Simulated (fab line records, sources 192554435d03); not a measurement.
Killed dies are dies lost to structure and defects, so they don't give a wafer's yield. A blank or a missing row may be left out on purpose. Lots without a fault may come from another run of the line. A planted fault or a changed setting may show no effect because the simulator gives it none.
Which tool did it? | flow n5_finfet | 11 lots, 32 wafers sampled, at 2 steps of a route of 1938

WHAT THE GAUGES READ, wafer by wafer
N5_BEOL_M8_INSPECT_13: inspects for defects (brightfield).
lot  | measured     | on                | raw_defect_count
L734 | day 9 20:41  | defect_inspect-02 | 527 372 635
L735 | day 10 07:33 | defect_inspect-01 | 533 462 449
L738 | day 10 20:50 | defect_inspect-02 | 521 458 518
L743 | day 11 13:47 | defect_inspect-01 | 321 310 382
L742 | day 11 15:36 | defect_inspect-01 | 389 424 476
L744 | day 12 00:40 | defect_inspect-01 | 333 349 386
L745 | day 12 03:55 | defect_inspect-02 | 375 340 439
L754 | day 15 05:24 | defect_inspect-02 | 421 453 614
L756 | day 15 12:29 | defect_inspect-01 | 383 322
L755 | day 15 14:01 | defect_inspect-01 | 395 454 351
L757 | day 15 18:02 | defect_inspect-01 | 433 237 426

N5_BEOL_M8_CD_MEAS_18: pitch 80 nm, target cd 40 nm.
lot  | measured     | on        | cd_nm (nm)
L734 | day 9 21:12  | cd_sem-03 | 39.6 39.8 40.2
L735 | day 10 08:03 | cd_sem-03 | 39.9 40.2 40.8
L738 | day 10 22:57 | cd_sem-03 | 39.6 39.7 39.5
L743 | day 11 14:18 | cd_sem-01 | 40.3 39.3 40.1
L742 | day 11 16:31 | cd_sem-02 | 40.2 41.0 40.5
L744 | day 12 01:09 | cd_sem-02 | 40.1 40.2 40.6
L745 | day 12 04:37 | cd_sem-01 | 39.6 38.5 39.4
L754 | day 15 05:53 | cd_sem-03 | 39.8 39.5 39.2
L756 | day 15 13:11 | cd_sem-03 | 40.1 40.3
L755 | day 15 14:31 | cd_sem-02 | 40.2 39.1 40.7
L757 | day 15 18:32 | cd_sem-01 | 39.7 39.9 39.4

WHICH TOOL RAN EACH LOT (tool, then ch and the chambers of the sampled wafers, then the start)
The record holds no process step before these readings.

WHAT THE TOOLS THEMSELVES READ (means of the sampled wafers that have a number; where no wafer has one, the mark that the record gives instead)
The record holds no such reading with a usual standard deviation.

THE ANSWER, worked out from the rows above alone
Rule: what is usual is taken from the lots themselves. Put in order of their means at a reading, lots are off if they are a third of the lots or fewer, leave a main group of 4 or more, and stand apart from it by a gap of 3 or more times the standard deviation of the main group's means; of several such gaps the widest counts. A main group whose means are all the same, to the digits that the tables above print for the reading, isn't used. A lot without any number at a reading at which 4 lots or more have one is off too. The other lots that the step has rows for count as sound. The gauges are gone through in route order, then the tools' own readings, and for those a lot's mean is taken as printed above. The first step at which some lot is off is used, and at that step the reading that is off furthest; a lot without a number counts as furthest.
No lot is off at any reading shown: from this, nothing can be told.

WHAT THE SIMULATOR HAD PUT IN
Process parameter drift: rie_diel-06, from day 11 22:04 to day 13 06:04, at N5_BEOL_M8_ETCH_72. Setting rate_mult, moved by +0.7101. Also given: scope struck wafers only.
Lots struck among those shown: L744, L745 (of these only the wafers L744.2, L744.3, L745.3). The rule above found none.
